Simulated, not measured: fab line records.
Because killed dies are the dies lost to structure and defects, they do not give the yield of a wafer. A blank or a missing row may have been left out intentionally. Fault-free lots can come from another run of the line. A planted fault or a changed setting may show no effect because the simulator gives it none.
Chamber matching	flow nand_harc	3 sister chambers for NHARC_A_M0_PRE_CLEAN_31 on pecvd-04
The step time 12 s. 3 wafers are shown with their chamber, then 7 later ones without.

WAFERS WITH THEIR CHAMBER
wafer	chamber	heater_power_w (W)
L087.4	0	780
L088.2	2	632
L088.4	1	557

WAFERS WITH NO CHAMBER GIVEN
wafer	heater_power_w (W)
L088.5	842
L090.1	644
L090.3	818
L090.5	840
L096.2	542
L096.5	723
L096.6	552

EACH ONE'S CHAMBER
wafer	from the rows above	in truth
L088.5	0	0
L090.1	can't be placed: 2 or 1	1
L090.3	0	0
L090.5	0	0
L096.2	can't be placed: 1 or 2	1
L096.5	can't be placed: 0 or 2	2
L096.6	can't be placed: 1 or 2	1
Correct placement for 3 of the 7. Can't be placed from these rows: 4 (the true chamber is among the candidates in 4). Placed wrongly: 0.
How it was worked out, from the rows above alone: a wafer's distance from a chamber is the root of the sum, over the readings, of the square of ((its reading less the chamber's mean) divided by the reading's scatter). If the next closest chamber is less than 2 further off than the closest, the wafer can't be placed; otherwise it belongs to the closest. Each chamber's mean is taken over the wafers shown for it. The scatter: with one shown wafer a chamber, the root of the mean of the squares of how far each hidden wafer lies from its nearest shown one.
